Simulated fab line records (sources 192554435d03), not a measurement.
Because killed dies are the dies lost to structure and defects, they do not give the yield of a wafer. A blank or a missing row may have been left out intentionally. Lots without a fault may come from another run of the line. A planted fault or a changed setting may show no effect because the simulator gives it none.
A struck lot beside a sound one	flow n5Finfet	40 steps out of a route of 1938
Sound: these wafers, L164.2, L164.5, L164.6. Struck: wafers L155.1, L155.2 (left out: L155.5, a lot-mate that was not struck); the cause follows at the end.
For every step that has rows: the tool of each side, followed by ch and its chambers, followed by its first start. Under that, the readings that differ: sound wafers	struck wafers	difference of the means	sigmas: that difference in standard deviations of wafers without a fault.
alike: a reading whose means differ by less than 2 such deviations, as well as words and numbers matching on both sides. not compared: withheld readings; readings where some wafer has no value; bounds like >300 that might hide an equal value; numbers whose values overlap and for which the record gives no deviation.
The two part at a step that has a row with sigmas, a row that says differs or no value, or rows on one side only. Numbers that don't overlap but have no deviation are shown without sigmas and don't part them. Lack of a reading on every wafer of one side parts them only where that side has two or more wafers.

first, 9 steps without rows for these wafers: N5_BEOL_M4_ANNEAL_95 (time 240 s); N5_BEOL_M4_SPUTTER_96 (material Cu, target thk 4.5 nm, time 8.29 s); N5_BEOL_M4_ECD_50 (material Cu, target thk 300 nm); N5_BEOL_M4_ANNEAL_51 (time 90 s); N5_BEOL_M4_CMP_52 (polishes, stops on SiOC, t overpolish 6.8 s, target thk 40 nm); N5_BEOL_M4_PRE_CLEAN_60 (time 15 s); N5_BEOL_M4_CO_CAP_55 (material Co, precursor CCTBA/H2, target thk 2 nm, time 102.1 s); N5_BEOL_M4_PRE_CLEAN_56 (time 15 s); N5_BEOL_M4_DEP_57 (deposits SiCN from 3MS/NH3, target thk 8 nm, time 14 s).
N5_BEOL_M4_RC_MEAS_101:
  sound on prober-02 ch 0, day 13 03:07; struck on prober-02 ch 0, day 10 05:58
  alike: DIBL_N, DIBL_P, IOFF_N, IOFF_P, ION_N, ION_P, SS_N, SS_P, VT_N, VT_P
then, 24 steps without rows for these wafers: N5_BEOL_M5_ILD_DEP_00 (deposits SiCOH lowk from DEMS/porogen, target thk 140.64 nm, time 25.9 s); N5_BEOL_M5_CURE_79 (cures SiCOH lowk, time 240 s); N5_BEOL_M5_PECVD_70 (deposits SiO2 from TEOS/O2, target thk 16 nm, time 18 s); N5_BEOL_M5_HM_DEP_02 (deposits TiN, target thk 20 nm); N5_BEOL_M5_COAT_59 (time 60 s, resist thk 60 nm); N5_BEOL_M5_COAT_60 (time 60 s, resist thk 12 nm); N5_BEOL_M5_COAT_71 (time 60 s, resist thk 5 nm); N5_BEOL_M5_COAT_05 (resist thk 30 nm); N5_BEOL_M5_EBR_07; N5_BEOL_M5_SOFTBAKE_06 (time 60 s); N5_BEOL_M5_EXPOSE_08 (exposes mask M5, target cd 28 nm); N5_BEOL_M5_PEB_09 (peb time 60 s); N5_BEOL_M5_DEVELOP_10 (develop time 30 s); N5_BEOL_M5_DESCUM_16 (chemistry O2, time 7 s); N5_BEOL_M5_ETCH_72 (etches underlayer in N2/H2, target depth 6.5 nm, time 5.2 s); N5_BEOL_M5_ETCH_61 (etches SiARC in CF4, target depth 15.6 nm, time 26 s); N5_BEOL_M5_ETCH_62 (etches SOC in N2/H2, target depth 75 nm, overetch 15 nm, time 112.5 s); N5_BEOL_M5_STRIP_63 (strips in N2/H2); N5_BEOL_M5_STRIP_73 (strips in N2/H2); N5_BEOL_M5_STRIP_64 (strips in CF4); N5_BEOL_M5_HM_OPEN_17 (chemistry Cl2/BCl3, target TiN, target depth 20 nm, overetch 6 nm); N5_BEOL_M5_STRIP_19 (strips in O2); N5_BEOL_M5_COAT_65 (time 60 s, resist thk 60 nm); N5_BEOL_M5_COAT_66 (time 60 s, resist thk 12 nm).
-- record jumps: 2 days separate the struck wafers' starts on either side; left off in module BEOL_M5, taken up again in module BEOL_M13, whose first shown step is the route's number 1659 --
N5_BEOL_M13_ILD_DEP_00: deposits SiOC from DEMS/O2, target thk 837.92 nm, time 166.4 s.
  sound on pecvd-03 ch 1,2, day 15 22:46; struck on pecvd-03 ch 1,2, day 12 16:58
reading	sound	struck	difference	sigmas
runLengthS (s)	211.0 211.5 211.1	107.0 106.1	-104.6	-99 or more
model.SiOC_of_BEOL_M13_ILD_DEP_00.thkNm (nm)	816.8 844.4 811.4	312.2 323.8	-506.2	
  alike: heaterPowerW, showerheadPlenumPTorr, showerheadVppV, throttleValvePct
N5_BEOL_M13_THK_MEAS_01:
  sound: filmMetro-02 at day 15 22:55; struck: filmMetro-02 at day 12 17:07
reading	sound	struck	difference	sigmas
M13_ILD_THK (nm)	817 845 811	312 324	-506	-39
N5_BEOL_M13_VIA_ETCH_16: etches SiOC in C4F8/O2/Ar, target depth 921.7 nm.
  sound on rieDiel-02 ch 0,1,2, day 15 23:59; struck on rieDiel-01 ch 2,3, day 12 17:36
reading	sound	struck	difference	sigmas
model.etch.depthNm (nm)	816.8 844.3 811.4	312.2 323.8	-506.2	
model.coat_of_BEOL_M13_COAT_04.thkNm (nm)	77.4 66.2 80.4	227 225.6	+152	
  alike: C4F8_flow_sccm, drypumpMotorCurrentA, oesProductAu, rfVppV, showerheadPlenumPTorr, throttleValvePct
N5_BEOL_M13_STRIP_63: strips in N2/H2.
  sound on plasmaAsher-02 ch 0,1, day 16 00:13; struck on plasmaAsher-01 ch 0,1, day 12 17:52
reading	sound	struck	difference	sigmas
oesProductAu (a.u.)	0.678 0.678 0.679	0.831 0.840	+0.157	+30
stripTimeToEndpointS (s)	29.8 26.6 30.7	69.5 69.2	+40.3	+29
  alike: drypumpMotorCurrentA, heaterPowerW
  not compared: rfHoursCounterH
N5_BEOL_M13_CMP_49: polishes, stops on SiOC, t overpolish 17.1 s, target thk 420 nm.
  sound on cmp-03 ch 0,3, day 16 03:10; struck on cmp-03 ch 2,3, day 12 21:41
reading	sound	struck	difference	sigmas
model.SiOC_of_BEOL_M13_ILD_DEP_00.thkNm (nm)	758.2 786.6 755	252.2 264.6	-508.2	
  alike: edgeZonePressureFrac, motorCurrentA
N5_PASSIVATION_PROBE_49:
  only the struck wafers here have rows in the record (prober-02, day 13 22:32); the sound ones have none

WHERE THEY PART
Last at N5_PASSIVATION_PROBE_49 as far as this record goes, first at N5_BEOL_M13_ILD_DEP_00.

WHY: the cause the simulator had injected
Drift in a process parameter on pecvd-03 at N5_BEOL_M13_ILD_DEP_00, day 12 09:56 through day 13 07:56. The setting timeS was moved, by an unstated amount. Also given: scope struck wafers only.
